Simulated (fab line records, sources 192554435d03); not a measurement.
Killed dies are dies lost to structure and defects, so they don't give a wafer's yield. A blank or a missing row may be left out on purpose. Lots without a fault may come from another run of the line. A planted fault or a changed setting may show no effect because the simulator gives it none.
Chamber matching | flow n5_finfet | N5_MIM_TOP_ETCH_PECVD_03 on pecvd-02: 3 sister chambers
The step deposits SiNx from SiH4/NH3/N2, target thk 20 nm, time 17.6 s. 14 wafers are shown with their chamber, then 7 later ones without.

WAFERS WITH THEIR CHAMBER
wafer  | chamber | throttle_valve_pct (%) | showerhead_plenum_p_Torr (Torr) | heater_power_outer_w (W)
L075.1 | 2       | 39.5                   | 5.09                            | 471
L075.2 | 0       | 40.1                   | 5.21                            | 503
L075.4 | 0       | 40.1                   | 5.24                            | 502
L080.1 | 2       | 39.3                   | 5.10                            | 475
L080.2 | 0       | 40.1                   | 5.23                            | 401
L080.6 | 2       | 39.8                   | 5.09                            | 473
L083.1 | 2       | 39.4                   | 5.08                            | 465
L083.4 | 2       | 39.7                   | 5.09                            | 457
L083.6 | 1       | 43.4                   | 5.14                            | 537
L086.1 | 1       | 43.3                   | 5.16                            | 521
L086.4 | 2       | 39.8                   | 5.08                            | 411
L086.5 | 0       | 40.0                   | 5.21                            | 445
L091.4 | 0       | 40.0                   | 5.23                            | 413
L091.5 | 2       | 39.8                   | 5.09                            | 406

SIGNATURES (means of the wafers above)
reading                  | chamber 0 | chamber 1 | chamber 2 | scatter within a chamber
throttle_valve_pct       | 40.060    | 43.350    | 39.614    | 0.161
showerhead_plenum_p_Torr | 5.2240    | 5.1500    | 5.0886    | 0.0105
heater_power_outer_w     | 452.80    | 529.00    | 451.14    | 36.6
Rule: a wafer's distance from a chamber is the root of the sum, over the readings, of the square of ((its reading less the chamber's mean) divided by the reading's scatter). The wafer belongs to the nearest chamber; if the next one is less than 2 further off, it can't be placed. The scatter: the root of (the sum of the squares of (reading less its chamber's mean) over the shown wafers, divided by (wafers less chambers)).

WAFERS WITHOUT THEIR CHAMBER
wafer  | throttle_valve_pct (%) | showerhead_plenum_p_Torr (Torr) | heater_power_outer_w (W)
L091.6 | 43.4                   | 5.16                            | 495
L093.2 | 40.2                   | 5.23                            | 394
L093.4 | 39.5                   | 5.08                            | 466
L093.5 | 40.0                   | 5.24                            | 399
L094.2 | 39.9                   | 5.09                            | 410
L094.4 | 39.9                   | 5.10                            | 419
L094.5 | 38.4                   | 5.13                            | 502

WHICH CHAMBER EACH WENT THROUGH
wafer  | from the rows above | in truth
L091.6 | 1                   | 1
L093.2 | 0                   | 0
L093.4 | 2                   | 2
L093.5 | 0                   | 0
L094.2 | 2                   | 2
L094.4 | 2                   | 2
L094.5 | 2                   | 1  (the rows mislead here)
Placed correctly: 6 of 7. Can't be placed from these rows: 0. Placed wrongly: 1.
